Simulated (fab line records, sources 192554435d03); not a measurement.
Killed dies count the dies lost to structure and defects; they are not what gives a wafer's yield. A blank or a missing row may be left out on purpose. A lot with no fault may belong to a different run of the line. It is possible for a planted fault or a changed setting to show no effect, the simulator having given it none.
A struck lot beside a sound one / flow n5Finfet / 15 out of 1938 route steps
Sound: the wafers L104.2, L104.5, L104.6. Wafers struck: L119.2, L119.3, L119.6. The cause is given at the end.
At each step with rows: each side's tool, then ch and its chambers, then its first start. Under that, the readings that differ: sound wafers / struck wafers / difference of the means / sigmas: that difference in standard deviations of wafers without a fault.
alike: words and numbers the same on both sides, and readings whose means are apart by under 2 such deviations; not compared: readings that were withheld, readings missing a value for some wafer, numbers with overlapping values and no deviation given by the record, and bounds like >300 which may hide the same value.
Wherever a step has rows on one side only, a row that says differs or no value, or a row with sigmas, the two part there. Numbers that have no deviation but don't overlap get no sigmas and don't part them. A reading that every wafer of one side lacks parts them only if that side has two wafers or more.

first, 2 steps without rows for these wafers: N5_HKMG_FIN_COAT_66 (time 60 s, resist thk 300 nm); N5_HKMG_FIN_ETCH_67 (etches SOC in N2/H2, stops on TiN, target depth 388.9 nm).
N5_HKMG_FIN_STRIP_90: strips SOC in N2/H2, time 20 s.
  sound on rieDiel-01 ch 0,2,3, day 5 21:26; struck on rieDiel-02 ch 0,1,3, day 9 09:07
  alike: drypumpMotorCurrentA, oesProductAu, rfVppV, showerheadPlenumPTorr, throttleValvePct
  not compared: rfHoursCounterH
then, 1 step without rows for these wafers: N5_HKMG_FIN_WET_ETCH_73 (etches the open film in SC1, time 42.3 s, target depth 1.3 nm, rinse time 30 s).
N5_HKMG_FIN_ETCHBACK_68: etches the open film in Cl2/Ar, stops on HfO2, target depth 0.5 nm.
  sound on rieMetal-02 ch 0,1, day 5 21:35; struck on rieMetal-01 ch 0, day 9 09:17
reading=throttleValvePct (%); sound=21.06 21.04 20.87; struck=20.35 20.33 20.33; difference=-0.65; sigmas=-3
  alike: drypumpMotorCurrentA, oesProductAu
  not compared: rfHoursCounterH
then, 1 step without rows for these wafers: N5_HKMG_FIN_STRIP_69 (strips in N2/H2, time 360 s).
N5_HKMG_FIN_ALD_21: deposits TiN, target thk 1.5 nm, pulse time 1 s, purge time 3 s.
  sound on aldMetal-03 ch 0,1, day 5 22:07; struck on aldMetal-02 ch 0,1,2, day 9 09:48
  alike: heaterPowerW, precursorPulseHeightRel
then, 1 step without rows for these wafers: N5_HKMG_FIN_ALD_72 (deposits W, target thk 2 nm, pulse time 1 s, purge time 2 s).
N5_HKMG_FIN_W_FILL_22: material W, target thk 60 nm, time 18.2 s.
  sound on cvdW-01 ch 0,1, day 5 22:32; struck on cvdW-02 ch 1, day 9 10:13
reading=throttleValvePct (%); sound=20.8 20.6 20.6; struck=18.3 18.5 18.4; difference=-2.3; sigmas=-2
  alike: heaterPowerW
then, 2 steps without rows for these wafers: N5_HKMG_FIN_PRECLEAN_83 (cleans in DIW, time 57.5 s); N5_HKMG_FIN_SRD_84 (dry time 32 s).
N5_HKMG_FIN_CMP_23: polishes, stops on SiNx, t overpolish 10 s, target thk 46.326 nm.
  sound on cmp-01 ch 0,2,3, day 5 22:55; struck on cmp-01 ch 0,2, day 9 10:20
  alike: headPressurePsi, motorCurrentA, overpolishRunS, timeToEndpointS
N5_HKMG_FIN_CMP_94: polishes, stops on SiNx, t overpolish 4.7 s, target thk 43.299 nm.
  sound on cmp-01 ch 0,2,3, day 5 23:15; struck on cmp-01 ch 0,2, day 9 10:49
reading=headPressurePsi (psi); sound=3.993 4.001 3.994; struck=4.308 4.314 4.304; difference=+0.313; sigmas=+38
  alike: motorCurrentA
-- here the record skips 4 days between the struck wafers' starts before and after, leaving off in module HKMG_FIN and picking up in module BEOL_M4 (first step shown: number 1111 of the route) --
N5_BEOL_M4_RC_MEAS_101:
  sound on prober-01 ch 0, day 10 13:51; struck on prober-02 ch 0, day 13 19:50
  alike: DIBL_N, DIBL_P, IOFF_N, IOFF_P, ION_N, ION_P, SS_N, SS_P, VT_N, VT_P
-- a jump in the record: the struck wafers' starts before and after are 5 days apart (it breaks off in module BEOL_M4 and resumes in module PASSIVATION, where the first step shown is number 1936 of the route) --
N5_PASSIVATION_PROBE_49:
  record: rows for the struck wafers here (prober-02, day 18 18:23), none for the sound ones

== WHERE THEY PART ==
Last at N5_PASSIVATION_PROBE_49 as far as this record goes, first at N5_HKMG_FIN_ETCHBACK_68.

WHY: what the simulator had put in
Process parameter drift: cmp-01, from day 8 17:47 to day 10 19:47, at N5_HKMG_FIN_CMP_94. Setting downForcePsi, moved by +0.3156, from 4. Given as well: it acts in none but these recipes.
